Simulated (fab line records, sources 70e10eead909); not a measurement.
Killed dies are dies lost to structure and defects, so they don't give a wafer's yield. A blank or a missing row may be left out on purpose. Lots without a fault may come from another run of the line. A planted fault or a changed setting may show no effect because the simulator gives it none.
fab line records | flow nand_harc
record lots=5 wafers=15 last_day=33
route steps=1302 shown P_ZERO_WELL@14
lots that met no fault: from a run of the same line without faults
start_h: hours from the record's first day to the start of the lot's first wafer shown | wait_h: hours since the lot's step before | " the same as in the row above | L1.1+2: a row that stands for several wafers | - no value, or no start given | * or withheld: withheld | < > ~ a bound
route shown NAME@n: a module of which the file shows steps, and the number in the route of the first | usual: mean/standard deviation of fault-free wafers | same: alike in all rows | chamber/n: place in a boat | sites: the reading at each site | _std_site: their standard deviation | _edge_site: outer sites' mean less inner sites' | radius_mm: how far each site lies from the wafer's centre | mask NAME#n: copy n | behind: the tool/chamber that last shaped the wafer | hold: why the lot was held/for how many hours/how that ended | device: the transistor (n, p or np) that didn't switch | end of line: the same wafers' tests at the end of the route | a step without rows: its recipe alone | killed: dies lost to structure and defects at the first sort, not the wafer's yield | map: a wafer's dies, x killed, . not, _ none there
set.NAME: the setting as run; set.NAME@STEP: as run at that earlier step | model.NAME: the simulator's own value behind a step, which no gauge read
lots at some steps of the route; a table a step, a row a wafer
services: from which hour (start_h, from the record's first day; less than 0 if before it) a tool's chamber was out of use, for how many hours, and why
## steps
# step NHARC_P_ZERO_WELL_CD_MEAS_11
# recipe target_cd_nm=500 landing_energy_ev=500
# usual cd_nm=498/3.2
# same landing_energy_ev=500
# columns lot.wafer tool chamber start_h wait_h cd_nm
L652.3 cd_sem-02 0 81.18 - 502
L652.5 " 0 " " 501
L652.6 " 0 " " 500
L660.1 cd_sem-02 0 161.25 - 493
L660.4 " 0 " " 492
L660.5 " 0 " " 496
L661.1 cd_sem-02 0 171.24 - 497
L661.2 " 0 " " 501
L661.3 " 0 " " 494
L662.2 cd_sem-03 0 181.25 - 497
L662.4 " 0 " " 496
L662.6 " 0 " " 498
L669.1 cd_sem-01 0 251.25 - 496
L669.2 " 0 " " 497
L669.6 " 0 " " 501
# step NHARC_P_ZERO_WELL_HARDBAKE_12
# recipe temp_c=118 time_s=65
# step NHARC_P_ZERO_WELL_DESCUM_13
# recipe time_s=3 o2_flow_sccm=200 ar_flow_sccm=0 bias_power_w=0 chemistry=O2
# usual chamber_pressure_mTorr=60.00/0.053 drypump_motor_current_A=5.7/0.45 o2_flow_sccm=200.0/0.56 oes_product_au=1.002/0.014 rf_vpp_V=57.7/0.94 showerhead_plenum_p_Torr=1.90/0.1 throttle_valve_pct=11.312/0.0094
# columns lot.wafer tool chamber start_h wait_h chamber_pressure_mTorr drypump_motor_current_A o2_flow_sccm oes_product_au rf_hours_counter_h rf_vpp_V showerhead_plenum_p_Torr throttle_valve_pct
L652.3 rie_diel-02 1 81.44 - 59.92 6.2 199.8 1.006 18 58.6 1.95 11.307
L652.5 " 2 " " 60.01 6.1 200.4 0.997 - 56.1 1.83 11.320
L652.6 " 1 " " 60.02 6.2 200.0 1.001 - 57.1 1.95 11.310
L660.4 rie_diel-01 1 161.51 - 60.02 6.1 200.4 0.999 40 58.0 1.91 11.304
L660.1 " 2 " " 60.05 5.9 199.8 0.957 39 56.4 1.76 11.310
L660.5 " 0 " " 60.06 4.7 199.8 1.007 - 58.5 1.94 11.317
L661.3 rie_diel-10 3 171.40 - 60.01 5.9 200.6 0.999 37 59.0 2.00 11.301
L661.1 " 0 " " 60.01 5.5 200.1 1.014 32 58.8 1.76 11.305
L661.2 " 1 " " 59.97 5.8 199.4 1.009 31 57.3 1.95 11.297
L662.2 rie_diel-10 0 181.41 - 60.01 5.4 200.1 1.012 35 57.1 1.76 11.317
L662.4 " 2 " " 59.93 5.4 199.9 1.016 38 56.6 1.79 11.303
L662.6 " 0 " " 60.05 5.5 199.3 1.020 - 56.8 1.76 11.307
L669.2 rie_diel-01 2 251.42 - 59.95 5.8 200.0 0.983 16 59.4 2.07 11.309
L669.1 " 3 " " 60.04 5.6 200.1 0.992 17 57.5 2.06 11.319
L669.6 " 0 " " 60.02 4.7 199.6 1.000 - 59.0 1.93 11.308
# step NHARC_P_ZERO_WELL_ETCH_65
# recipe target_depth_a=800 overetch_a=240 time_s=87.88 ion_energy_ev=200 n2_flow_sccm=150 h2_flow_sccm=150 ar_flow_sccm=0 rf_w=400 bias_w=150 chemistry=N2/H2
# usual chamber_pressure_mTorr=30.003/0.03 drypump_motor_current_A=5.7/0.44 oes_product_au=1.004/0.013 rf_vpp_V=430/3.2 showerhead_plenum_p_Torr=2.03/0.11 throttle_valve_pct=14.170/0.0086
# columns lot.wafer tool chamber start_h wait_h chamber_pressure_mTorr drypump_motor_current_A oes_product_au rf_hours_counter_h rf_vpp_V showerhead_plenum_p_Torr throttle_valve_pct
L652.3 rie_diel-02 1 81.53 0.1 30.064 6.3 1.005 18 431 2.08 14.179
L652.5 " 0 " " 30.070 6.1 0.991 - 430 2.02 14.171
L652.6 " 2 " " 29.995 6.1 1.000 - 428 1.95 14.166
L660.1 rie_diel-01 1 161.60 0.1 29.990 6.1 1.012 40 430 2.03 14.180
L660.4 " 0 " " 29.994 4.7 1.012 47 433 2.07 14.180
L660.5 " 2 " " 30.017 5.9 0.976 - 427 1.88 14.168
L661.2 rie_diel-10 0 171.48 0.1 29.971 5.5 1.027 32 427 1.88 14.177
L661.1 " 2 " " 30.007 5.4 1.016 36 426 1.91 14.152
L661.3 " 3 " " 29.997 6.0 1.003 37 434 2.13 14.189
L662.2 rie_diel-10 0 181.50 0.1 29.982 5.4 1.018 35 425 1.88 14.176
L662.4 " 2 " " 30.018 5.4 1.010 38 426 1.91 14.177
L662.6 " 3 " " 29.947 6.0 0.997 - 434 2.13 14.166
L669.2 rie_diel-01 0 251.50 0.1 30.041 4.7 0.999 15 432 2.06 14.174
L669.1 " 1 " " 29.989 6.1 1.023 14 430 2.02 14.165
L669.6 " 3 " " 29.971 5.6 1.002 - 435 2.20 14.171
# step NHARC_P_ZERO_WELL_ETCH_62
# recipe target_depth_a=130 time_s=6.5 chf3_flow_sccm=50 ar_flow_sccm=200 rf_w=500 bias_w=200 chemistry=CHF3/Ar
# usual chamber_pressure_mTorr=24.996/0.023 drypump_motor_current_A=5.7/0.43 oes_product_au=0.961/0.02 rf_vpp_V=370.3/2.7 showerhead_plenum_p_Torr=2.33/0.12 throttle_valve_pct=20.217/0.0095
# columns lot.wafer tool chamber start_h wait_h chamber_pressure_mTorr drypump_motor_current_A oes_product_au rf_hours_counter_h rf_vpp_V showerhead_plenum_p_Torr throttle_valve_pct
L652.3 rie_diel-02 1 - - 24.999 6.2 0.951 18 371.2 2.39 20.226
L652.6 " 0 " " 24.980 6.1 0.940 - 371.5 2.32 20.196
L652.5 " 2 " " 24.969 6.1 0.946 - 369.5 2.25 20.214
L660.1 rie_diel-01 3 - - 24.998 5.7 0.934 35 373.1 2.52 20.222
L660.4 " 0 " " 25.020 4.8 0.944 47 371.8 2.37 20.209
L660.5 " 3 " " 24.998 5.7 0.923 - 375.6 2.52 20.211
L661.2 rie_diel-10 2 - - 25.035 5.4 0.980 36 366.7 2.20 20.213
L661.1 " 3 " " 24.990 5.9 0.961 37 372.2 2.44 20.219
L661.3 " 1 " " 24.943 5.8 0.990 32 370.1 2.39 20.208
L662.4 rie_diel-10 0 - - 24.991 5.5 0.977 35 366.9 2.17 20.218
L662.2 " 1 " " 24.982 5.8 0.993 34 372.6 2.39 20.208
L662.6 " 3 " " 25.007 5.9 0.969 - 372.9 2.44 20.218
L669.2 rie_diel-01 2 - - 24.961 5.8 0.969 16 373.7 2.53 20.227
L669.1 " 0 " " 24.983 4.8 0.959 15 370.7 2.36 20.220
L669.6 " 2 " " 25.027 5.9 0.964 - 375.5 2.53 20.220
# step NHARC_P_ZERO_WELL_ETCH_63
# recipe target_depth_a=1200 time_s=40.1 hbr_flow_sccm=150 cl2_flow_sccm=50 rf_w=400 icp_w=400 bias_w=100 chemistry=HBr/Cl2
# usual chamber_pressure_mTorr=15.001/0.015 drypump_motor_current_A=5.9/0.42 oes_product_au=0.998/0.012 throttle_valve_pct=26.406/0.0096
# columns lot.wafer tool chamber start_h wait_h chamber_pressure_mTorr drypump_motor_current_A oes_product_au rf_hours_counter_h throttle_valve_pct
L652.3 rie_si-06 1 81.81 - 15.014 5.8 1.023 0.0 26.397
L652.6 " 3 " " 15.000 5.9 0.989 - 26.395
L652.5 " 0 " " 14.978 5.7 0.997 - 26.411
L660.1 rie_si-01 0 161.84 - 15.018 5.6 0.994 0.9 26.415
L660.4 " 2 " " 15.000 5.6 0.997 0.8 26.410
L660.5 " 3 " " 15.011 5.4 0.998 - 26.401
L661.3 rie_si-05 2 171.66 - 15.010 6.6 1.016 0.1 26.405
L661.2 " 0 " " 15.009 6.1 0.993 0.2 26.399
L661.1 " 1 " " 15.003 6.2 1.019 0.2 26.411
L662.2 rie_si-05 3 181.66 - 14.993 5.0 0.993 0.3 26.399
L662.4 " 2 " " 14.992 6.5 1.012 0.2 26.416
L662.6 " 3 " " 14.985 5.1 0.983 - 26.396
L669.1 rie_si-05 3 251.66 - 14.995 5.0 0.984 0.7 26.390
L669.2 " 0 " " 15.016 6.1 1.004 0.8 26.424
L669.6 " 3 " " 14.992 5.0 0.992 - 26.407
# step NHARC_P_ZERO_WELL_STRIP_15
# recipe time_s=900 temp_c=130 chemistry=SPM
# step NHARC_P_ZERO_WELL_DEHYDRATE_16
# recipe temp_c=150 time_s=120
# step NHARC_P_ZERO_WELL_HMDS_17
# recipe time_s=30
# step NHARC_P_ZERO_WELL_COAT_18
# recipe spin_rpm=withheld
# step NHARC_P_ZERO_WELL_SOFTBAKE_19
# recipe temp_c=122 time_s=95
# step NHARC_P_ZERO_WELL_EBR_20
# step NHARC_P_ZERO_WELL_EXPOSE_21
# recipe na=0.6 target_cd_nm=720 dose_mj=22.31 mask_id=P_NWELL
# same na=0.6
# columns lot.wafer tool chamber start_h wait_h mask
L652.3+5+6 krf_scanner-02 0 82.62 - P_NWELL#0
L660.1+4+5 krf_scanner-03 0 162.59 - P_NWELL_R1#0
L661.1+2+3 krf_scanner-03 0 172.30 - P_NWELL#0
L662.2+4+6 krf_scanner-02 0 182.46 - P_NWELL#0
L669.1+2+6 krf_scanner-03 0 252.43 - P_NWELL#0
# step NHARC_P_ZERO_WELL_PEB_22
# recipe peb_temp_c=118 peb_time_s=85
# step NHARC_P_ZERO_WELL_DEVELOP_23
# recipe time_s=70
# step NHARC_P_ZERO_WELL_CD_MEAS_24
# recipe target_cd_nm=720 landing_energy_ev=500
# usual cd_nm=718/3.2
# same landing_energy_ev=500
# columns lot.wafer tool chamber start_h wait_h cd_nm
L652.3 cd_sem-03 0 82.77 - 717
L652.5 " 0 " " 723
L652.6 " 0 " " 722
L660.1 cd_sem-02 0 162.75 - 700
L660.4 " 0 " " 700
L660.5 " 0 " " 705
L661.1 cd_sem-03 0 172.45 - 716
L661.2 " 0 " " 715
L661.3 " 0 " " 716
L662.2 cd_sem-02 0 182.61 - 718
L662.4 " 0 " " 722
L662.6 " 0 " " 717
L669.1 cd_sem-03 0 252.59 - 721
L669.2 " 0 " " 722
L669.6 " 0 " " 724
# step NHARC_P_ZERO_WELL_HARDBAKE_25
# recipe temp_c=125 time_s=80
# step NHARC_P_ZERO_WELL_DESCUM_26
# recipe time_s=3 o2_flow_sccm=200 ar_flow_sccm=0 bias_power_w=0 chemistry=O2
# usual chamber_pressure_mTorr=60.00/0.058 drypump_motor_current_A=5.8/0.42 o2_flow_sccm=200.0/0.61 oes_product_au=1.003/0.013 rf_vpp_V=57.7/0.93 showerhead_plenum_p_Torr=1.89/0.094 throttle_valve_pct=11.311/0.009
# columns lot.wafer tool chamber start_h wait_h chamber_pressure_mTorr drypump_motor_current_A o2_flow_sccm oes_product_au rf_hours_counter_h rf_vpp_V showerhead_plenum_p_Torr throttle_valve_pct model.P_ZERO_WELL.cd_nm
L652.3 rie_diel-02 0 82.94 - 59.94 6.1 200.2 0.991 13 57.1 1.89 11.307 717.8
L652.6 " 2 " " 60.11 6.1 199.9 1.000 - 58.3 1.83 11.318 722
L652.5 " 0 " " 59.94 6.1 200.3 0.988 - 58.2 1.89 11.315 723.8
L660.4 rie_diel-01 3 162.91 - 60.02 5.7 199.4 0.996 36 59.0 2.06 11.306 698.5
L660.1 " 0 " " 59.98 4.7 199.4 1.011 48 58.3 1.94 11.315 699.9
L660.5 " 3 " " 60.00 5.6 199.5 0.989 - 58.3 2.06 11.309 703.8
L661.2 rie_diel-10 3 172.65 - 60.07 5.9 200.8 1.003 37 59.2 2.00 11.314 715.7
L661.3 " 0 " " 59.92 5.5 199.4 1.013 33 56.9 1.76 11.311 714.6
L661.1 " 1 " " 60.00 5.7 200.1 1.024 32 58.9 1.95 11.313 718
L662.4 rie_diel-10 2 182.82 - 60.06 5.4 200.4 1.002 38 58.2 1.79 11.307 721.5
L662.2 " 3 " " 60.03 5.9 200.2 1.004 39 59.0 2.00 11.288 718.5
L662.6 " 0 " " 59.89 5.4 199.6 1.011 - 56.3 1.76 11.304 715.9
L669.1 rie_diel-01 0 252.75 - 59.99 4.7 199.5 1.001 15 57.8 1.93 11.318 720.3
L669.2 " 2 " " 60.01 5.9 199.8 0.998 16 57.5 2.07 11.317 720.8
L669.6 " 1 " " 60.06 6.1 200.0 1.023 - 57.8 1.90 11.296 724.6
# step NHARC_P_ZERO_WELL_IMPLANT_27
# recipe energy_kev=600 dose_cm2=1e+13 tilt_deg=7
## services
# columns tool chamber start_h hours kind
rie_diel-02 0 57.60 10.1 repair
rie_diel-10 - 62.49 1.7 repair
rie_diel-01 3 65.87 24.8 repair
rie_diel-10 - 68.50 9.0 pm
rie_diel-02 3 70.76 20.3 repair
rie_si-06 - 72.00 9.0 pm
krf_scanner-03 - 72.57 5.9 repair
krf_scanner-03 - 82.59 2.0 repair
rie_si-01 1 85.74 7.0 repair
krf_scanner-02 - 94.00 4.0 pm
rie_diel-01 1 98.51 6.8 repair
rie_si-01 1 98.94 12.4 repair
rie_si-05 - 128.00 9.0 pm
rie_diel-01 3 163.66 8.1 repair
krf_scanner-02 - 185.57 1.2 repair
rie_si-01 - 193.00 9.0 pm
rie_diel-01 - 203.96 9.0 pm
rie_si-01 2 212.75 5.8 repair
rie_diel-02 1 214.91 6.9 repair
rie_diel-02 - 216.71 9.0 pm
rie_si-01 1 217.41 5.7 repair
rie_diel-10 3 222.64 34.8 repair
krf_scanner-03 - 224.00 4.0 pm
rie_diel-10 - 245.94 9.0 pm
## key
first_sign step=NHARC_P_ZERO_WELL_EXPOSE_21 reading=mask direction=changed
effect step=NHARC_P_ZERO_WELL_CD_MEAS_24 reading=cd_nm direction=down sigmas=5.3 usual=718 struck=701
model_effect step=NHARC_P_ZERO_WELL_DESCUM_26 value=P_ZERO_WELL.cd_nm without=717.6 struck=700.8
met_at NHARC_P_ZERO_WELL_EXPOSE_21
struck_wafers L660.1,L660.4,L660.5
tester_left_out L660
fault kind=wrong_mask tool=any chamber=- onset_h=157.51 steps=NHARC_P_ZERO_WELL_EXPOSE_21 aux_copy=P_NWELL_R1#0 cd_offset_nm=-16.868 scope=struck_lots_only
# tester_left_out: of these lots the tester's yield and bins aren't shown, on N5 and GAA mostly nor the transistor test; their killed dies are dies lost to structure and defects alone, not to doping, threshold or leakage, so they don't give the yield
